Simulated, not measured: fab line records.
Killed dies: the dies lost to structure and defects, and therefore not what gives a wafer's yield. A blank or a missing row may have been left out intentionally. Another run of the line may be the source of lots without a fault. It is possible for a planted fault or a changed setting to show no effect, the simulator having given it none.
A lot that was struck, set against a sound lot + flow n5_finfet + 37 steps out of a route of 1938
Sound: these wafers, L923.1, L923.2, L923.5. Struck: wafer L931.1. (L931.2, L931.3 of the same lot were not struck and are left out.) The cause comes at the end.
Per side, at each step with rows, come the tool, then ch with its chambers, and then its first start. Under that, the readings that differ: sound wafers + struck wafers + difference of the means + sigmas: that difference in standard deviations of wafers without a fault.
alike: readings with means less than 2 such deviations apart, plus words and numbers identical on both sides. not compared: withheld readings, readings lacking a value on some wafer, bounds such as >300 that could conceal the same value, and numbers that have no deviation in the record and whose values overlap.
The two part at a step that has a row with sigmas, a row that says differs or no value, or rows on one side only. Numbers that have no deviation but don't overlap get no sigmas and don't part them. A reading that every wafer of one side lacks parts them only if that side has two wafers or more.

first, 9 steps without rows for these wafers: N5_FIN_SAQP_PRECLEAN_42 (cleans in O3/DIW, time 60 s); N5_FIN_SAQP_PRECLEAN_00 (cleans in SC1, time 60 s); N5_FIN_SAQP_PRECLEAN_44 (cleans in SC2, time 45 s); N5_FIN_SAQP_SRD_01 (time 30 s); N5_FIN_SAQP_ALD_61 (deposits SiO2, target thk 4 nm, pulse time 1 s, purge time 2 s); N5_FIN_SAQP_DENSIFY_62 (time 60 s); N5_FIN_SAQP_HM_DEP_03 (deposits SiNx from SiH4/NH3/N2, target thk 38 nm, time 33.6 s); N5_FIN_SAQP_PECVD_47 (deposits a-Si from SiH4/He, target thk 45 nm, time 36.3 s); N5_FIN_SAQP_PECVD_48 (deposits SiNx from SiH4/NH3/N2, target thk 25 nm, time 22.1 s).
N5_FIN_SAQP_PECVD_06: deposits a-Si from SiH4/He, target thk 60 nm, time 48.1 s.
  sound on pecvd-01 ch 0,1,2, day 2 15:45; struck on pecvd-01 ch 0, day 4 14:56
  alike: heater_power_w, showerhead_plenum_p_Torr, throttle_valve_pct
then, 24 steps without rows for these wafers: N5_FIN_SAQP_HM_DEP_72 (deposits SiO2 from SiH4/N2O, target thk 12 nm, time 7.2 s); N5_FIN_SAQP_COAT_49 (time 60 s, resist thk 100 nm); N5_FIN_SAQP_COAT_50 (time 60 s, resist thk 35 nm); N5_FIN_SAQP_COAT_10 (resist thk 90 nm); N5_FIN_SAQP_EBR_12; N5_FIN_SAQP_SOFTBAKE_11 (time 60 s); N5_FIN_SAQP_EXPOSE_13 (exposes mask FIN CORE, target cd 35.6 nm); N5_FIN_SAQP_PEB_14 (peb time 60 s); N5_FIN_SAQP_DEVELOP_15 (develop time 30 s); N5_FIN_SAQP_DESCUM_21 (chemistry O2, time 7.9 s); N5_FIN_SAQP_ETCH_51 (etches SiARC in CF4, target depth 45.5 nm, time 75.8 s); N5_FIN_SAQP_ETCH_52 (etches SOC in N2/H2, target depth 100 nm, overetch 20 nm, time 150 s); N5_FIN_SAQP_STRIP_53 (strips in N2/H2); N5_FIN_SAQP_HM_OPEN_73 (chemistry CHF3/O2, target SiO2, stops on a-Si, target depth 12 nm, time 16.8 s); N5_FIN_SAQP_STRIP_74 (strips in CHF3/O2); N5_FIN_SAQP_MANDREL_ETCH_22 (etches a-Si in HBr/Cl2, stops on SiNx, target depth 60 nm, bt time 10 s, time 30 s); N5_FIN_SAQP_STRIP_55 (strips in N2/H2); N5_FIN_SAQP_STRIP_23 (strips in SPM, time 750 s); N5_FIN_SAQP_SRD_66 (time 30 s); N5_FIN_SAQP_RECESS_75 (chemistry HF/NH3, target SiO2, target depth 14.4 nm, afs cycles 3, sublimation time 60 s); N5_FIN_SAQP_SPACER1_ALD_24 (deposits SiO2, target thk 20.3 nm, pulse time 1 s, purge time 2 s); N5_FIN_SAQP_SPACER1_ETCHBACK_25 (etches SiO2 in CHF3/O2, target depth 24.4 nm, time 12.2 s); N5_FIN_SAQP_MANDREL1_REMOVE_56 (chemistry HBr/Cl2/O2, target a-Si, stops on SiNx, bt time 10 s); N5_FIN_SAQP_ETCH_57 (etches SiNx in CH3F/O2, target depth 32.5 nm, time 46.4 s).
N5_FIN_CUT_INSPECT_10: inspects for defects (brightfield).
  sound on defect_inspect-01, day 2 21:13; struck on defect_inspect-01, day 4 21:14
| reading          | sound    | struck | difference | sigmas |
|------------------|----------|--------|------------|--------|
| raw_defect_count | 52 50 35 | 320    | +274       | +23    |
-- record jumps: 6 days separate the struck wafers' starts on either side; left off in module FIN_CUT, taken up again in module BEOL_M4, whose first shown step is the route's number 1111 --
N5_BEOL_M4_RC_MEAS_101:
  sound on prober-01 ch 0, day 8 10:38; struck on prober-01 ch 0, day 11 07:32
| reading        | sound          | struck | difference | sigmas |
|----------------|----------------|--------|------------|--------|
| DIBL_N (mV/V)  | 38.9 40.5 41.3 | 34.5   | -5.7       | -2     |
| DIBL_P (mV/V)  | 40.6 41.5 43.8 | 34.6   | -7.4       | -3     |
| IOFF_N (nA/um) | 0.21 0.31 0.30 | 0.13   | -0.14      | -3     |
| IOFF_P (nA/um) | 0.28 0.33 0.38 | 0.20   | -0.13      | -3     |
| SS_N (mV/dec)  | 72.1 73.4 73.2 | 70.3   | -2.6       | -3     |
| SS_P (mV/dec)  | 74.6 74.5 74.9 | 72.8   | -1.9       | -2     |
| VT_N (mV)      | 247 242 242    | 252    | +8         | +2     |
  alike: ION_N, ION_P, VT_P
-- the record jumps here: 5 days lie between the struck wafers' starts before and after (it left off in module BEOL_M4 and takes up again in module PASSIVATION, whose first step shown is number 1936 of the route) --
N5_PASSIVATION_PROBE_49:
  sound on prober-01, day 11 22:10; struck on prober-02, day 15 20:57
| reading                  | sound          | struck | difference | sigmas |
|--------------------------|----------------|--------|------------|--------|
| defect_limited_yield (%) | 92.9 92.5 89.0 | 87.2   | -4.3       | -3     |
| killed_at_M0_to_M3       | 44 42 69       | 28     | -24        | -2     |
| killed_at_front_end      | 28 24 38       | 93     | +63        | +5     |
| killed_dies              | 84 88 130      | 151    | +50        | +3     |
| killed_on_rim            | 11 8 9         | 28     | +19        | +5     |
| sort_bin_4_leakage (%)   | 0 0.42 0.08    | 0      | +0         | -3     |
| sort_bin_5_function (%)  | 4.3 4.2 5.8    | 7.7    | +2.9       | +3     |
| sort_n_pass              | 1096 1087 1049 | 1029   | -48        | -2     |
| sort_yield_pct (%)       | 92.9 92.1 88.9 | 87.2   | -4.1       | -2     |
  alike: killed_at_M4_up, killed_at_contacts, killed_at_other, killed_open, killed_short, sort_bin_6_memory, sort_bin_8_speed

## WHERE THEY PART
Last at N5_PASSIVATION_PROBE_49 as far as this record goes, first at N5_FIN_CUT_INSPECT_10.

WHY: what had been put in by the simulator
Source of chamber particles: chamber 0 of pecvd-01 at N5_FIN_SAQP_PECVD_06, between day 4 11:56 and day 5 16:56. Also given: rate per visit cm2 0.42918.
